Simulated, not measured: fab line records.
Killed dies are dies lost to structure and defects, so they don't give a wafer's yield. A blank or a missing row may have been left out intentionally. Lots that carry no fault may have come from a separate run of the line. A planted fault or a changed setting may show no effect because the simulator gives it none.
Chamber matching || flow n5Finfet || rieDiel-01 running N5_PASSIVATION_PASS_ETCH_47: 4 sister chambers
The step etches SiNx in CF4/O2, target depth 770 nm, time 385 s. 14 wafers are shown with their chamber, then 7 later ones without.

WAFERS WITH THEIR CHAMBER
{"wafer": "L612.2", "chamber": 3, "showerheadPlenumPTorr (Torr)": 2.13, "drypumpMotorCurrentA (A)": 5.4, "rfVppV (V)": 250}
{"wafer": "L612.3", "chamber": 0, "showerheadPlenumPTorr (Torr)": 2.11, "drypumpMotorCurrentA (A)": 6.2, "rfVppV (V)": 226}
{"wafer": "L612.5", "chamber": 0, "showerheadPlenumPTorr (Torr)": 2.11, "drypumpMotorCurrentA (A)": 6.2, "rfVppV (V)": 229}
{"wafer": "L613.3", "chamber": 1, "showerheadPlenumPTorr (Torr)": 2.13, "drypumpMotorCurrentA (A)": 5.8, "rfVppV (V)": 246}
{"wafer": "L613.4", "chamber": 2, "showerheadPlenumPTorr (Torr)": 2.19, "drypumpMotorCurrentA (A)": 5.6, "rfVppV (V)": 235}
{"wafer": "L613.6", "chamber": 3, "showerheadPlenumPTorr (Torr)": 2.12, "drypumpMotorCurrentA (A)": 5.4, "rfVppV (V)": 251}
{"wafer": "L618.1", "chamber": 0, "showerheadPlenumPTorr (Torr)": 2.11, "drypumpMotorCurrentA (A)": 6.2, "rfVppV (V)": 227}
{"wafer": "L618.6", "chamber": 3, "showerheadPlenumPTorr (Torr)": 2.12, "drypumpMotorCurrentA (A)": 5.4, "rfVppV (V)": 251}
{"wafer": "L617.1", "chamber": 1, "showerheadPlenumPTorr (Torr)": 2.13, "drypumpMotorCurrentA (A)": 5.7, "rfVppV (V)": 247}
{"wafer": "L617.6", "chamber": 0, "showerheadPlenumPTorr (Torr)": 2.11, "drypumpMotorCurrentA (A)": 6.2, "rfVppV (V)": 227}
{"wafer": "L620.2", "chamber": 3, "showerheadPlenumPTorr (Torr)": 2.12, "drypumpMotorCurrentA (A)": 5.4, "rfVppV (V)": 251}
{"wafer": "L620.4", "chamber": 0, "showerheadPlenumPTorr (Torr)": 2.11, "drypumpMotorCurrentA (A)": 6.2, "rfVppV (V)": 227}
{"wafer": "L620.5", "chamber": 1, "showerheadPlenumPTorr (Torr)": 2.13, "drypumpMotorCurrentA (A)": 5.8, "rfVppV (V)": 246}
{"wafer": "L624.1", "chamber": 3, "showerheadPlenumPTorr (Torr)": 2.12, "drypumpMotorCurrentA (A)": 5.4, "rfVppV (V)": 251}

SIGNATURES, as means of the wafers listed above
{"reading": "showerheadPlenumPTorr", "chamber 0": 2.1100, "chamber 1": 2.1300, "chamber 2": 2.1900, "chamber 3": 2.1220, "scatter within a chamber": 0.00283}
{"reading": "drypumpMotorCurrentA", "chamber 0": 6.200, "chamber 1": 5.767, "chamber 2": 5.600, "chamber 3": 5.400, "scatter within a chamber": 0.0258}
{"reading": "rfVppV", "chamber 0": 227.20, "chamber 1": 246.33, "chamber 2": 235.00, "chamber 3": 250.80, "scatter within a chamber": 0.792}
Rule: distance of a wafer from a chamber = root of the sum over the readings of ((wafer's reading minus chamber's mean) / reading's scatter) squared. If the next closest chamber is less than 2 further off than the closest, the wafer can't be placed; otherwise it belongs to the closest. The scatter: take each reading less its chamber's mean, square it, sum over the shown wafers, divide by the number of wafers less the number of chambers, and take the root.

WAFERS WITHOUT THEIR CHAMBER
{"wafer": "L624.6", "showerheadPlenumPTorr (Torr)": 2.19, "drypumpMotorCurrentA (A)": 5.6, "rfVppV (V)": 234}
{"wafer": "L626.1", "showerheadPlenumPTorr (Torr)": 2.10, "drypumpMotorCurrentA (A)": 6.2, "rfVppV (V)": 226}
{"wafer": "L626.3", "showerheadPlenumPTorr (Torr)": 2.12, "drypumpMotorCurrentA (A)": 5.7, "rfVppV (V)": 247}
{"wafer": "L626.4", "showerheadPlenumPTorr (Torr)": 2.18, "drypumpMotorCurrentA (A)": 5.6, "rfVppV (V)": 235}
{"wafer": "L627.1", "showerheadPlenumPTorr (Torr)": 2.12, "drypumpMotorCurrentA (A)": 5.4, "rfVppV (V)": 251}
{"wafer": "L627.2", "showerheadPlenumPTorr (Torr)": 2.10, "drypumpMotorCurrentA (A)": 6.3, "rfVppV (V)": 227}
{"wafer": "L627.6", "showerheadPlenumPTorr (Torr)": 2.18, "drypumpMotorCurrentA (A)": 5.6, "rfVppV (V)": 234}

WHICH CHAMBER EACH ONE RAN IN
{"wafer": "L624.6", "from the rows above": 2, "in truth": 2}
{"wafer": "L626.1", "from the rows above": 0, "in truth": 0}
{"wafer": "L626.3", "from the rows above": 1, "in truth": 1}
{"wafer": "L626.4", "from the rows above": 2, "in truth": 2}
{"wafer": "L627.1", "from the rows above": 3, "in truth": 3}
{"wafer": "L627.2", "from the rows above": 0, "in truth": 0}
{"wafer": "L627.6", "from the rows above": 2, "in truth": 2}
Correctly placed: 7 of 7. Left unplaced by these rows: 0. 0 placed wrongly.
